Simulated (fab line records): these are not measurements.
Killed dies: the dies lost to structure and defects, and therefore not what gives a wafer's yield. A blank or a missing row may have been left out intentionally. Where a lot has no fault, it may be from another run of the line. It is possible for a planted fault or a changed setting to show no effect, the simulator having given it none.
fab line records | flow n5Finfet
[record] lots = 7 | wafers = 39
route steps=1938 shown ZERO_LAYER@11 STI_FIN_REVEAL@190 HKMG_FIN@442 BEOL_M1@794 BEOL_M3@950
startH: start of the lot's first displayed wafer, in hours after the record's first day | waitH: time in hours since the lot's previous step | " repeats the value in the row above | L1.1+2: a single row standing in for several wafers | - no value, or no start was given | * or withheld: withheld | < > ~ a bound
route shown NAME@n: a module of which the file shows steps, and the number in the route of the first | usual: the fault-free wafers' mean and standard deviation | same: alike in all rows | chamber/n: place in a boat | sites: per-site readings | _std_site: standard deviation of those values | _edge_site: outer sites' mean less inner sites' | radiusMm: for every site, how far away it sits from the centre of the wafer | mask NAME#n: copy n | behind: tool/chamber where the wafer was last shaped | hold: why the lot was held/for how many hours/how that ended | device: transistor that didn't switch, given as n, p or np | end of line: at the end of the route, the tests of the same wafers | a step given without rows: its recipe and nothing more | killed: at the first sort, the dies lost to defects and structure; wafer yield is something else | map: a wafer's dies, marking killed ones x, the rest . and places with no die _
set.NAME: setting as actually run; set.NAME@STEP: the setting as run at that earlier step | model.NAME: the simulator's own value behind a step, which no gauge read
lots run with intentionally changed settings; tables by step, rows by wafer
[[steps]]
[step N5_ZERO_LAYER_DEVELOP_10]
[recipe] developTimeS = 60 | rinseLiquid = diw | dry = airSpin | devTempC = 21
lot.wafer        | tool          | chamber | startH | waitH | set.developTimeS
L074.1+4+6       | lithoTrack-03 | 0       | -      | -     | 60
L074.2+3+5       | "             | 0       | "      | "     | 36.58
L077.1+2+3       | lithoTrack-01 | 0       | -      | -     | 29.87
L077.4+5+6       | "             | 0       | "      | "     | 60
L078.1+4+5       | lithoTrack-04 | 0       | -      | -     | 81.13
L078.2+3+6       | "             | 0       | "      | "     | 60
L086.1+2+3+4+5+6 | lithoTrack-01 | 0       | -      | -     | 60
L088.1+3+4       | lithoTrack-03 | 0       | -      | -     | 60
L088.2+5+6       | "             | 0       | "      | "     | 38.06
L089.2+3+4       | lithoTrack-03 | 0       | -      | -     | 60
L090.1+2+3       | lithoTrack-03 | 0       | -      | -     | 72.87
L090.4+5+6       | "             | 0       | "      | "     | 60
[step N5_ZERO_LAYER_HARDBAKE_23]
[recipe] tempC = 130 | timeS = 120
[step N5_ZERO_LAYER_CD_MEAS_11]
[recipe] targetCdNm = 2000 | landingEnergyEv = 500 | detector = seInlens
[usual] cdNm = 1999.4/1.3
lot.wafer | tool     | chamber | startH | waitH | set.developTimeS@ZERO_LAYER_DEVELOP_10 | cdNm
L074.1    | cdSem-03 | 0       | 12.77  | -     | 60                                     | 1998.0
L074.2    | "        | 0       | "      | "     | 36.58                                  | 1988.1
L074.3    | "        | 0       | "      | "     | 36.58                                  | 1986.1
L074.4    | "        | 0       | "      | "     | 60                                     | 1999.3
L074.5    | "        | 0       | "      | "     | 36.58                                  | 1988.8
L074.6    | "        | 0       | "      | "     | 60                                     | 1999.0
L077.1    | cdSem-02 | 0       | 30.64  | -     | 29.87                                  | 1983.9
L077.2    | "        | 0       | "      | "     | 29.87                                  | 1985.6
L077.3    | "        | 0       | "      | "     | 29.87                                  | 1985.6
L077.4    | "        | 0       | "      | "     | 60                                     | 2000.9
L077.5    | "        | 0       | "      | "     | 60                                     | 2000.7
L077.6    | "        | 0       | "      | "     | 60                                     | 2001.4
L078.1    | cdSem-01 | 0       | 36.77  | -     | 81.13                                  | 2006.7
L078.2    | "        | 0       | "      | "     | 60                                     | 1999.6
L078.3    | "        | 0       | "      | "     | 60                                     | 1999.0
L078.4    | "        | 0       | "      | "     | 81.13                                  | 2006.8
L078.5    | "        | 0       | "      | "     | 81.13                                  | 2005.2
L078.6    | "        | 0       | "      | "     | 60                                     | 2000.5
L086.1    | cdSem-03 | 0       | 84.64  | -     | 60                                     | 1999.6
L086.2    | "        | 0       | "      | "     | 60                                     | 2001.6
L086.3    | "        | 0       | "      | "     | 60                                     | 2000.8
L086.4    | "        | 0       | "      | "     | 60                                     | 2001.2
L086.5    | "        | 0       | "      | "     | 60                                     | 2001.5
L086.6    | "        | 0       | "      | "     | 60                                     | 2002.1
L088.1    | cdSem-01 | 0       | 96.67  | -     | 60                                     | 2000.1
L088.2    | "        | 0       | "      | "     | 38.06                                  | 1990.5
L088.3    | "        | 0       | "      | "     | 60                                     | 1998.0
L088.4    | "        | 0       | "      | "     | 60                                     | 1999.1
L088.5    | "        | 0       | "      | "     | 38.06                                  | 1990.8
L088.6    | "        | 0       | "      | "     | 38.06                                  | 1990.7
L089.2    | cdSem-02 | 0       | 102.78 | -     | 60                                     | 2001.3
L089.3    | "        | 0       | "      | "     | 60                                     | 1999.1
L089.4    | "        | 0       | "      | "     | 60                                     | 2001.8
L090.1    | cdSem-02 | 0       | 108.77 | -     | 72.87                                  | 2004.4
L090.2    | "        | 0       | "      | "     | 72.87                                  | 2003.3
L090.3    | "        | 0       | "      | "     | 72.87                                  | 2004.4
L090.4    | "        | 0       | "      | "     | 60                                     | 1996.3
L090.5    | "        | 0       | "      | "     | 60                                     | 1999.3
L090.6    | "        | 0       | "      | "     | 60                                     | 1999.6
[step N5_ZERO_LAYER_DESCUM_16]
[recipe] chemistry = O2 | timeS = 7.9 | sourcePowerW = 50 | biasPowerW = 20 | pressureMtorr = 20 | rfFrequencyHz = 2.712e+07 | tempC = 40 | o2FlowSccm = 225
lot.wafer  | tool       | chamber | startH | waitH | set.developTimeS@ZERO_LAYER_DEVELOP_10 | model.ZERO_LAYER.cdNm
L074.1     | rieDiel-05 | 0       | 12.81  | 0.0   | 60                                     | 1998
L074.2     | "          | 1       | "      | "     | 36.58                                  | 1988
L074.3     | "          | 3       | "      | "     | 36.58                                  | 1986
L074.4+6   | "          | 2,1     | "      | "     | 60                                     | 1999
L074.5     | "          | 2       | "      | "     | 36.58                                  | 1989
L077.1     | rieDiel-05 | 3       | 30.68  | 0.0   | 29.87                                  | 1984
L077.2     | "          | 2       | "      | "     | 29.87                                  | 1985
L077.3     | "          | 0       | "      | "     | 29.87                                  | 1986
L077.4     | "          | 2       | "      | "     | 60                                     | 2001
L077.5     | "          | 0       | "      | "     | 60                                     | 2000
L077.6     | "          | 3       | "      | "     | 60                                     | -
L078.1+4   | rieDiel-02 | 1,0     | 36.80  | 0.0   | 81.13                                  | 2007
L078.2     | "          | 2       | "      | "     | 60                                     | 2000
L078.3     | "          | 3       | "      | "     | 60                                     | 1999
L078.5     | "          | 0       | "      | "     | 81.13                                  | 2005
L078.6     | "          | 1       | "      | "     | 60                                     | 2001
L086.1     | rieDiel-05 | 0       | 84.91  | 0.3   | 60                                     | 1999
L086.2+6   | "          | 1,3     | "      | "     | 60                                     | 2002
L086.3     | "          | 2       | "      | "     | 60                                     | 2000
L086.4     | "          | 3       | "      | "     | 60                                     | 2001
L086.5     | "          | 2       | "      | "     | 60                                     | -
L088.1     | rieDiel-05 | 2       | 96.71  | 0.0   | 60                                     | -
L088.2     | "          | 0       | "      | "     | 38.06                                  | 1990
L088.3     | "          | 1       | "      | "     | 60                                     | 1998
L088.4     | "          | 2       | "      | "     | 60                                     | 1999
L088.5+6   | "          | 1,0     | "      | "     | 38.06                                  | 1991
L089.2+4   | rieDiel-02 | 1,0     | 102.91 | 0.1   | 60                                     | 2001
L089.3     | "          | 2       | "      | "     | 60                                     | 1999
L090.1+2+3 | rieDiel-03 | 3,1,0   | 108.89 | 0.1   | 72.87                                  | 2004
L090.4     | "          | 2       | "      | "     | 60                                     | 1996
L090.5     | "          | 3       | "      | "     | 60                                     | -
L090.6     | "          | 0       | "      | "     | 60                                     | 2000
[step N5_ZERO_LAYER_ETCH_17]
[recipe] chemistry = CF4 | target = SiO2 | targetDepthA = 120 | timeS = 13.3 | ionEnergyEv = 350 | pressureMtorr = 40 | sourceW = 450 | biasW = 215 | Ar_flow_sccm = 100 | cf4FlowSccm = 100
lot.wafer  | tool       | chamber | startH | waitH | set.developTimeS@ZERO_LAYER_DEVELOP_10 | model.ZERO_LAYER.cdNm
L074.1     | rieDiel-05 | 0       | 12.84  | 0.0   | 60                                     | 1998
L074.2     | "          | 1       | "      | "     | 36.58                                  | 1988
L074.3     | "          | 3       | "      | "     | 36.58                                  | 1986
L074.4+6   | "          | 2,1     | "      | "     | 60                                     | 1999
L074.5     | "          | 2       | "      | "     | 36.58                                  | 1989
L077.1     | rieDiel-05 | 3       | 30.71  | 0.0   | 29.87                                  | 1984
L077.2     | "          | 2       | "      | "     | 29.87                                  | 1985
L077.3     | "          | 0       | "      | "     | 29.87                                  | 1986
L077.4     | "          | 2       | "      | "     | 60                                     | 2001
L077.5     | "          | 0       | "      | "     | 60                                     | 2000
L077.6     | "          | 3       | "      | "     | 60                                     | 2002
L078.1+4   | rieDiel-02 | 1,0     | 36.84  | 0.0   | 81.13                                  | 2007
L078.2     | "          | 2       | "      | "     | 60                                     | 2000
L078.3     | "          | 3       | "      | "     | 60                                     | 1999
L078.5     | "          | 0       | "      | "     | 81.13                                  | 2005
L078.6     | "          | 1       | "      | "     | 60                                     | 2001
L086.1     | rieDiel-05 | 0       | 84.95  | 0.0   | 60                                     | 1999
L086.2+4   | "          | 1,3     | "      | "     | 60                                     | 2001
L086.3     | "          | 2       | "      | "     | 60                                     | 2000
L086.5+6   | "          | 2,3     | "      | "     | 60                                     | 2002
L088.1     | rieDiel-05 | 2       | 96.75  | 0.0   | 60                                     | 2001
L088.2     | "          | 0       | "      | "     | 38.06                                  | 1990
L088.3     | "          | 1       | "      | "     | 60                                     | 1998
L088.4     | "          | 2       | "      | "     | 60                                     | 1999
L088.5+6   | "          | 1,0     | "      | "     | 38.06                                  | 1991
L089.2+4   | rieDiel-02 | 1,0     | 102.94 | 0.0   | 60                                     | 2001
L089.3     | "          | 2       | "      | "     | 60                                     | 1999
L090.1+2+3 | rieDiel-03 | 3,1,0   | 108.93 | 0.0   | 72.87                                  | 2004
L090.4     | "          | 2       | "      | "     | 60                                     | 1996
L090.5+6   | "          | 3,0     | "      | "     | 60                                     | 2000
[step N5_STI_FIN_REVEAL_ETCHBACK_08]
[recipe] chemistry = C4F6/O2 | target = SiO2 | targetDepthA = 305 | timeS = 10.167 | ionEnergyEv = 250 | pressureMtorr = 30 | sourceW = 345 | biasW = 185 | Ar_flow_sccm = 300 | C4F6_flow_sccm = 10 | O2_flow_sccm = 10
lot.wafer        | tool       | chamber     | startH | waitH | set.timeS
L074.1+2+3       | rieDiel-01 | 1,0,2       | 34.82  | 0.4   | 10.167
L074.4+5+6       | "          | 3,1,0       | "      | "     | 7.284
L077.1+5+6       | rieDiel-04 | 1,1,0       | 52.72  | 0.2   | 6.728
L077.2+3+4       | "          | 0,3,2       | "      | "     | 10.167
L078.1+4+6       | rieDiel-04 | 3,2,0       | 58.09  | 0.2   | 14.04
L078.2+3+5       | "          | 0,1,1       | "      | "     | 10.167
L086.1+2+3+4+5+6 | rieDiel-04 | 2,1,3,0,2,3 | 110.29 | 0.2   | 10.167
L088.1+2+3       | rieDiel-06 | 1,3,2       | 117.18 | 0.2   | 10.167
L088.4+5+6       | "          | 0,0,1       | "      | "     | 8.626
L089.2+3+4       | rieDiel-04 | 2,3,3       | 124.60 | 0.2   | 10.167
L090.1+3+5       | rieDiel-01 | 2,1,0       | 129.39 | 0.2   | 4.882
L090.2+4+6       | "          | 0,3,3       | "      | "     | 10.167
[step N5_STI_FIN_REVEAL_STRIP_24]
[recipe] chemistry = N2/H2 | timeS = 90 | powerW = 100 | tempC = 40 | pressureMtorr = 100 | rfFrequencyHz = 6e+07 | biasPowerW = 3 | n2FlowSccm = 300 | h2FlowSccm = 300
[step N5_STI_FIN_REVEAL_PRECLEAN_25]
[recipe] chemistry = SPM | timeS = 90 | tempC = 120 | mix = 4:1
[step N5_STI_FIN_REVEAL_SRD_23]
[recipe] dry = ipaMarangoni | timeS = 30 | tempC = 23 | rinseLiquid = diw
[step N5_STI_FIN_REVEAL_FIN_H_MEAS_10]
[usual] trenchDepthNm = 52.2/0.7
lot.wafer | tool   | chamber | startH | waitH | set.timeS@STI_FIN_REVEAL_ETCHBACK_08 | trenchDepthNm
L074.1    | ocd-01 | -       | 37.81  | 0.0   | 10.167                               | 52.9
L074.2    | "      | -       | "      | "     | 10.167                               | 52.6
L074.3    | "      | -       | "      | "     | 10.167                               | 52.7
L074.4    | "      | -       | "      | "     | 7.284                                | 44.3
L074.5    | "      | -       | "      | "     | 7.284                                | 44.1
L074.6    | "      | -       | "      | "     | 7.284                                | 43.8
L077.1    | ocd-02 | -       | 55.67  | 0.0   | 6.728                                | 41.4
L077.2    | "      | -       | "      | "     | 10.167                               | 51.6
L077.3    | "      | -       | "      | "     | 10.167                               | 51.8
L077.4    | "      | -       | "      | "     | 10.167                               | 52.6
L077.5    | "      | -       | "      | "     | 6.728                                | 41.6
L077.6    | "      | -       | "      | "     | 6.728                                | 41.7
L078.1    | ocd-02 | -       | 61.06  | 0.0   | 14.04                                | 64.2
L078.2    | "      | -       | "      | "     | 10.167                               | 51.8
L078.3    | "      | -       | "      | "     | 10.167                               | 52.2
L078.4    | "      | -       | "      | "     | 14.04                                | 63.8
L078.5    | "      | -       | "      | "     | 10.167                               | 52.1
L078.6    | "      | -       | "      | "     | 14.04                                | 63.3
L086.1    | ocd-01 | -       | 113.77 | 0.0   | 10.167                               | 50.9
L086.2    | "      | -       | "      | "     | 10.167                               | 51.5
L086.3    | "      | -       | "      | "     | 10.167                               | 51.5
L086.4    | "      | -       | "      | "     | 10.167                               | 51.2
L086.5    | "      | -       | "      | "     | 10.167                               | 51.8
L086.6    | "      | -       | "      | "     | 10.167                               | 51.7
L088.1    | ocd-02 | -       | 120.13 | 0.0   | 10.167                               | 52.4
L088.2    | "      | -       | "      | "     | 10.167                               | 52.1
L088.3    | "      | -       | "      | "     | 10.167                               | 52.4
L088.4    | "      | -       | "      | "     | 8.626                                | 46.8
L088.5    | "      | -       | "      | "     | 8.626                                | 46.7
L088.6    | "      | -       | "      | "     | 8.626                                | 48.1
L089.2    | ocd-02 | -       | 127.68 | 0.0   | 10.167                               | 52.3
L089.3    | "      | -       | "      | "     | 10.167                               | 52.1
L089.4    | "      | -       | "      | "     | 10.167                               | 52.5
L090.1    | ocd-01 | -       | 132.34 | 0.0   | 4.882                                | 36.1
L090.2    | "      | -       | "      | "     | 10.167                               | 52.7
L090.3    | "      | -       | "      | "     | 4.882                                | 37.0
L090.4    | "      | -       | "      | "     | 10.167                               | 52.6
L090.5    | "      | -       | "      | "     | 4.882                                | 36.5
L090.6    | "      | -       | "      | "     | 10.167                               | 52.1
[step N5_HKMG_FIN_ALD_91]
[recipe] material = TiN | targetThkA = 10 | tempC = 400 | aldPrecursorFamily = TiCl4 | aldCoReactant = NH3 | pulseTimeS = 1 | purgeTimeS = 3 | coReactantPurgeTimeS = 2 | coReactantPulseTimeS = 2 | aldCycles = 47 | pressureTorr = 3
lot.wafer        | tool        | chamber     | startH | waitH | set.aldCycles | model.TiN_of_HKMG_FIN_ALD_91.thkNm
L074.1+2+6       | aldMetal-04 | 2,0,3       | 76.11  | 0.3   | 63            | 1.4
L074.3+4+5       | "           | 1,3,2       | "      | "     | 47            | 1
L077.1+2+4       | aldMetal-04 | 1,3,2       | 94.91  | 0.3   | 24            | 0.6
L077.3+5+6       | "           | 0,0,3       | "      | "     | 47            | 1
L078.1+2+6       | aldMetal-01 | 2,0,2       | 97.59  | 0.3   | 75            | 1.6
L078.3+4+5       | "           | 1,3,3       | "      | "     | 47            | 1
L086.1+4+6       | aldMetal-02 | 0,3,3       | 152.41 | 0.3   | 47            | 1
L086.2+3+5       | "           | 1,2,0       | "      | "     | 75            | 1.6
L088.1+2+3+4+5+6 | aldMetal-04 | 0,3,2,1,3,2 | 161.49 | 0.3   | 47            | 1
L089.2+3+4       | aldMetal-02 | 1,3,2       | 169.54 | 0.3   | 47            | 1
L090.1+2+3+4+5+6 | aldMetal-04 | 1,3,0,2,1,0 | 170.44 | 0.3   | 47            | 1
[step N5_BEOL_M1_ETCH_70]
[recipe] chemistry = N2/H2 | target = SOC | targetDepthA = 800 | overetchA = 160 | maskMaterial = SiARC | tempC = 40 | timeS = 120 | ionEnergyEv = 200 | pressureMtorr = 30 | sourceW = 840 | biasW = 150 | n2FlowSccm = 200 | h2FlowSccm = 200
lot.wafer  | tool       | chamber | startH | waitH | set.timeS | model.SiARC_of_BEOL_M1_COAT_68.thkNm
L074.1     | rieDiel-02 | 0       | 126.53 | 0.0   | 120       | 6.6
L074.2+6   | "          | 2       | "      | "     | 120       | 6.2
L074.3+4+5 | "          | 3,1,1   | "      | "     | 120       | 6.4
L077.1+4   | rieDiel-05 | 3,1     | 148.68 | 0.0   | 120       | 6.2
L077.2+5+6 | "          | 2,1,2   | "      | "     | 80.1      | 8.2
L077.3     | "          | 0       | "      | "     | 120       | 6.6
L078.1+2+6 | rieDiel-02 | 1,0,1   | 148.68 | 0.0   | 120       | 6.6
L078.3+4+5 | "          | 2,3,2   | "      | "     | 120       | 6.4
L086.1     | rieDiel-05 | 0       | 240.99 | 0.0   | 90.48     | 8
L086.2+4   | "          | 2,1     | "      | "     | 90.48     | 7.8
L086.3     | "          | 3       | "      | "     | 120       | 6.2
L086.5+6   | "          | 3,2     | "      | "     | 120       | 6.4
L088.1+3   | rieDiel-03 | 0,2     | 244.35 | 0.0   | 146       | 5.2
L088.2+4   | "          | 1,3     | "      | "     | 120       | 6.6
L088.5     | "          | 3       | "      | "     | 146       | 5.4
L088.6     | "          | 0       | "      | "     | 120       | 6.4
L089.2+4   | rieDiel-05 | 2,3     | 274.79 | 0.0   | 120       | 6.2
L089.3     | "          | 1       | "      | "     | 120       | 6.4
L090.1     | rieDiel-02 | 2       | 279.08 | 0.0   | 97.23     | 7.4
L090.2     | "          | 1       | "      | "     | 97.23     | 7.6
L090.3     | "          | 0       | "      | "     | 120       | 6.2
L090.4+6   | "          | 3,1     | "      | "     | 120       | 6.4
L090.5     | "          | 2       | "      | "     | 97.23     | 7.2
[step N5_BEOL_M3_ETCH_64]
[recipe] chemistry = N2/H2 | target = SOC | targetDepthA = 750 | overetchA = 150 | maskMaterial = SiARC | tempC = 40 | timeS = 112.5 | ionEnergyEv = 200 | pressureMtorr = 30 | sourceW = 840 | biasW = 150 | n2FlowSccm = 200 | h2FlowSccm = 200
lot.wafer  | tool       | chamber | startH | waitH | set.timeS | model.SiARC_of_BEOL_M3_COAT_62.thkNm | model.BEOL_M3.cdOffsetNm
L074.1     | rieDiel-03 | 0       | 144.70 | 0.0   | 112.5     | 6.6                                  | 0
L074.2     | "          | 1       | "      | "     | 112.5     | 6.8                                  | 0.2
L074.3     | "          | 2       | "      | "     | 112.5     | 6.6                                  | -0.2
L074.4     | "          | 3       | "      | "     | 112.5     | 6.8                                  | 0
L074.5+6   | "          | 2,3     | "      | "     | 112.5     | 6.8                                  | -0.2
L077.1     | rieDiel-02 | 2       | 212.06 | 0.0   | 112.5     | 6.6                                  | 0.2
L077.2     | "          | 3       | "      | "     | 112.5     | 6.8                                  | 0.2
L077.3     | "          | 1       | "      | "     | 112.5     | 6.8                                  | 0
L077.4     | "          | 0       | "      | "     | 160.2     | 4.4                                  | 1
L077.5     | "          | 2       | "      | "     | 160.2     | 4.4                                  | 0.8
L077.6     | "          | 1       | "      | "     | 160.2     | 4.6                                  | 1
L078.1     | rieDiel-03 | 1       | 212.31 | 0.0   | 75.26     | 8.6                                  | -0.6
L078.2     | "          | 0       | "      | "     | 112.5     | 6.8                                  | -0.2
L078.3+4   | "          | 3,2     | "      | "     | 112.5     | 6.8                                  | 0
L078.5     | "          | 0       | "      | "     | 75.26     | 8.4                                  | -0.4
L078.6     | "          | 3       | "      | "     | 75.26     | 8.6                                  | -0.4
L086.1     | rieDiel-05 | 1       | 261.86 | 0.0   | 112.5     | 6.8                                  | 0.2
L086.2+5+6 | "          | 2,2,3   | "      | "     | 112.5     | 6.8                                  | 0
L086.3     | "          | 3       | "      | "     | 112.5     | 6.6                                  | 0.4
L086.4     | "          | 0       | "      | "     | 112.5     | 7                                    | 0
L088.1     | rieDiel-02 | 0       | 263.17 | 0.0   | 161       | 4.4                                  | 1
L088.2     | "          | 1       | "      | "     | 112.5     | 6.8                                  | -0.4
L088.3+6   | "          | 3       | "      | "     | 161       | 4.6                                  | 0.8
L088.4     | "          | 2       | "      | "     | 112.5     | 6.6                                  | 0
L088.5     | "          | 0       | "      | "     | 112.5     | 6.8                                  | -0.2
L089.2+4   | rieDiel-05 | 1,2     | 291.21 | 0.0   | 112.5     | 6.8                                  | -0.4
L089.3     | "          | 0       | "      | "     | 112.5     | 7                                    | -0.4
L090.1     | rieDiel-03 | 1       | 295.27 | 0.0   | 112.5     | 7                                    | -0.6
L090.2+3+5 | "          | 3,2,1   | "      | "     | 78.19     | 8.4                                  | -1
L090.4+6   | "          | 0       | "      | "     | 112.5     | 6.8                                  | -0.4
[step N5_BEOL_M3_STRIP_65]
[recipe] chemistry = N2/H2 | tempC = 40 | n2FlowSccm = 200 | h2FlowSccm = 200 | rfFrequencyHz = 6e+07
[step N5_BEOL_M3_STRIP_75]
[recipe] chemistry = N2/H2 | tempC = 40 | n2FlowSccm = 200 | h2FlowSccm = 200 | rfFrequencyHz = 6e+07
[step N5_BEOL_M3_STRIP_66]
[recipe] chemistry = CF4 | resist = SiARC | powerW = 300 | biasPowerW = 75 | pressureMtorr = 50 | cf4FlowSccm = 150 | rfFrequencyHz = 6e+07
[step N5_BEOL_M3_HM_OPEN_17]
[recipe] chemistry = Cl2/BCl3 | targetDepthA = 200 | overetchA = 60 | target = TiN | maskMaterial = SOC | ionEnergyEv = 150 | pressureMtorr = 10 | icpW = 1000 | biasW = 126 | Cl2_flow_sccm = 53.25 | bcl3FlowSccm = 21.75 | Ar_flow_sccm = 25
lot.wafer | tool        | chamber | startH | waitH | set.timeS@BEOL_M3_ETCH_64 | model.etch.depthNm | model.BEOL_M3.cdOffsetNm
L074.1    | rieMetal-01 | 0       | 144.87 | 0.0   | 112.5                     | 19.74              | 0.2
L074.2    | "           | 1       | "      | "     | 112.5                     | 20.14              | 0.2
L074.3    | "           | 0       | "      | "     | 112.5                     | 20.03              | 0
L074.4    | "           | 1       | "      | "     | 112.5                     | 19.99              | 0.2
L074.5    | "           | 1       | "      | "     | 112.5                     | 19.91              | -0.2
L074.6    | "           | 0       | "      | "     | 112.5                     | 19.86              | -0.2
L077.1    | rieMetal-02 | 0       | 212.23 | 0.0   | 112.5                     | 19.88              | 0.2
L077.2    | "           | 1       | "      | "     | 112.5                     | 19.74              | 0.2
L077.3    | "           | 1       | "      | "     | 112.5                     | 19.68              | 0
L077.4    | "           | 0       | "      | "     | 160.2                     | 15.01              | 1
L077.5    | "           | 1       | "      | "     | 160.2                     | 15.37              | 0.8
L077.6    | "           | 0       | "      | "     | 160.2                     | 15.15              | 1.2
L078.1    | rieMetal-01 | 1       | 212.48 | 0.0   | 75.26                     | 19.87              | -0.6
L078.2    | "           | 0       | "      | "     | 112.5                     | 20.05              | -0.2
L078.3    | "           | 0       | "      | "     | 112.5                     | 20.15              | 0.2
L078.4    | "           | 1       | "      | "     | 112.5                     | 20.28              | 0
L078.5    | "           | 0       | "      | "     | 75.26                     | 20.14              | -0.4
L078.6    | "           | 1       | "      | "     | 75.26                     | 19.95              | -0.6
L086.1    | rieMetal-01 | 1       | 262.03 | 0.0   | 112.5                     | 20.04              | 0.2
L086.2    | "           | 0       | "      | "     | 112.5                     | 20.28              | 0
L086.3    | "           | 0       | "      | "     | 112.5                     | 20.19              | 0.4
L086.4    | "           | 1       | "      | "     | 112.5                     | 20.03              | 0
L086.5    | "           | 1       | "      | "     | 112.5                     | 19.99              | 0
L086.6    | "           | 0       | "      | "     | 112.5                     | 20.36              | 0.2
L088.1    | rieMetal-03 | 0       | 263.34 | 0.0   | 161                       | 15.2               | 1
L088.2    | "           | 1       | "      | "     | 112.5                     | 20.1               | -0.4
L088.3    | "           | 0       | "      | "     | 161                       | 15.45              | 0.8
L088.4    | "           | 1       | "      | "     | 112.5                     | 19.95              | 0
L088.5    | "           | 0       | "      | "     | 112.5                     | 20.19              | -0.2
L088.6    | "           | 1       | "      | "     | 161                       | 15.33              | 0.8
L089.2    | rieMetal-02 | 0       | 291.38 | 0.0   | 112.5                     | 19.81              | -0.2
L089.3    | "           | 0       | "      | "     | 112.5                     | 19.73              | -0.2
L089.4    | "           | 1       | "      | "     | 112.5                     | 19.44              | -0.4
L090.1    | rieMetal-02 | 1       | 295.44 | 0.0   | 112.5                     | 19.82              | -0.8
L090.2    | "           | 0       | "      | "     | 78.19                     | 19.78              | -1
L090.3    | "           | 1       | "      | "     | 78.19                     | 19.71              | -1
L090.4    | "           | 0       | "      | "     | 112.5                     | 19.86              | -0.4
L090.5    | "           | 1       | "      | "     | 78.19                     | 19.67              | -1
L090.6    | "           | 0       | "      | "     | 112.5                     | 19.87              | -0.4
[step N5_BEOL_M3_STRIP_19]
[recipe] chemistry = O2 | powerW = 400 | tempC = 40 | pressureMtorr = 30 | rfFrequencyHz = 6e+07 | biasPowerW = 0 | overashFraction = 0.2 | o2FlowSccm = 225
[step N5_BEOL_M3_CD_MEAS_18]
[recipe] pitchNm = 36 | targetCdNm = 18
[usual] cdNm = 17.97/0.29
lot.wafer | tool     | chamber | startH | waitH | set.timeS@BEOL_M3_ETCH_64 | cdNm
L074.1    | cdSem-01 | -       | 145.05 | 0.0   | 112.5                     | 17.95
L074.2    | "        | -       | "      | "     | 112.5                     | 18.38
L074.3    | "        | -       | "      | "     | 112.5                     | 17.96
L074.4    | "        | -       | "      | "     | 112.5                     | 18.12
L074.5    | "        | -       | "      | "     | 112.5                     | 17.79
L074.6    | "        | -       | "      | "     | 112.5                     | 17.82
L077.1    | cdSem-03 | -       | 212.48 | 0.0   | 112.5                     | 18.14
L077.2    | "        | -       | "      | "     | 112.5                     | 18.13
L077.3    | "        | -       | "      | "     | 112.5                     | 18.20
L077.4    | "        | -       | "      | "     | 160.2                     | 19.29
L077.5    | "        | -       | "      | "     | 160.2                     | 18.96
L077.6    | "        | -       | "      | "     | 160.2                     | 19.22
L078.1    | cdSem-02 | -       | 212.78 | 0.1   | 75.26                     | 17.49
L078.2    | "        | -       | "      | "     | 112.5                     | 17.92
L078.3    | "        | -       | "      | "     | 112.5                     | 18.13
L078.4    | "        | -       | "      | "     | 112.5                     | 17.83
L078.5    | "        | -       | "      | "     | 75.26                     | 17.37
L078.6    | "        | -       | "      | "     | 75.26                     | 17.92
L086.1    | cdSem-03 | -       | 262.21 | 0.0   | 112.5                     | 18.12
L086.2    | "        | -       | "      | "     | 112.5                     | 17.75
L086.3    | "        | -       | "      | "     | 112.5                     | 18.51
L086.4    | "        | -       | "      | "     | 112.5                     | 17.97
L086.5    | "        | -       | "      | "     | 112.5                     | 17.68
L086.6    | "        | -       | "      | "     | 112.5                     | 18.22
L088.1    | cdSem-01 | -       | 263.54 | 0.0   | 161                       | 19.07
L088.2    | "        | -       | "      | "     | 112.5                     | 17.51
L088.3    | "        | -       | "      | "     | 161                       | 19.06
L088.4    | "        | -       | "      | "     | 112.5                     | 17.45
L088.5    | "        | -       | "      | "     | 112.5                     | 17.66
L088.6    | "        | -       | "      | "     | 161                       | 19.27
L089.2    | cdSem-03 | -       | 291.56 | 0.1   | 112.5                     | 17.91
L089.3    | "        | -       | "      | "     | 112.5                     | 17.83
L089.4    | "        | -       | "      | "     | 112.5                     | 17.69
L090.1    | cdSem-02 | -       | 295.62 | 0.0   | 112.5                     | 17.63
L090.2    | "        | -       | "      | "     | 78.19                     | 17.02
L090.3    | "        | -       | "      | "     | 78.19                     | 16.72
L090.4    | "        | -       | "      | "     | 112.5                     | 17.55
L090.5    | "        | -       | "      | "     | 78.19                     | 17.14
L090.6    | "        | -       | "      | "     | 112.5                     | 17.64
[[key]]
[split] step = N5_ZERO_LAYER_DEVELOP_10 | setting = developTimeS | stated = 60 | by = wafer
[response] step = N5_ZERO_LAYER_CD_MEAS_11 | reading = cdNm | change = +0.267 | per = 1% | r = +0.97
[response] step = N5_ZERO_LAYER_DESCUM_16 | reading = model.ZERO_LAYER.cdNm | change = +0.263 | per = 1% | r = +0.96
[response] step = N5_ZERO_LAYER_ETCH_17 | reading = model.ZERO_LAYER.cdNm | change = +0.269 | per = 1% | r = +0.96
[split] step = N5_STI_FIN_REVEAL_ETCHBACK_08 | setting = timeS | stated = 10.167 | by = wafer
[response] step = N5_STI_FIN_REVEAL_FIN_H_MEAS_10 | reading = trenchDepthNm | change = +0.308 | per = 1% | r = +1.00
[split] step = N5_HKMG_FIN_ALD_91 | setting = aldCycles | stated = 47 | by = wafer
[response] step = N5_HKMG_FIN_ALD_91 | reading = model.TiN_of_HKMG_FIN_ALD_91.thkNm | change = +0.00983 | per = 1% | r = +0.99
[split] step = N5_BEOL_M1_ETCH_70 | setting = timeS | stated = 120 | by = wafer
[response] step = N5_BEOL_M1_ETCH_70 | reading = model.SiARC_of_BEOL_M1_COAT_68.thkNm | change = -0.0581 | per = 1% | r = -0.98
[split] step = N5_BEOL_M3_ETCH_64 | setting = timeS | stated = 112.5 | by = wafer
[response] step = N5_BEOL_M3_ETCH_64 | reading = model.SiARC_of_BEOL_M3_COAT_62.thkNm | change = -0.0519 | per = 1% | r = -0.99
[response] step = N5_BEOL_M3_ETCH_64 | reading = model.BEOL_M3.cdOffsetNm | change = +0.0193 | per = 1% | r = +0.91
[response] step = N5_BEOL_M3_HM_OPEN_17 | reading = model.etch.depthNm | shape = bent | atLowest = 19.99 | atStated = 19.97 | atHighest = 15.33
[response] step = N5_BEOL_M3_HM_OPEN_17 | reading = model.BEOL_M3.cdOffsetNm | change = +0.0202 | per = 1% | r = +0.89
[response] step = N5_BEOL_M3_CD_MEAS_18 | reading = cdNm | change = +0.0252 | per = 1% | r = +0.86
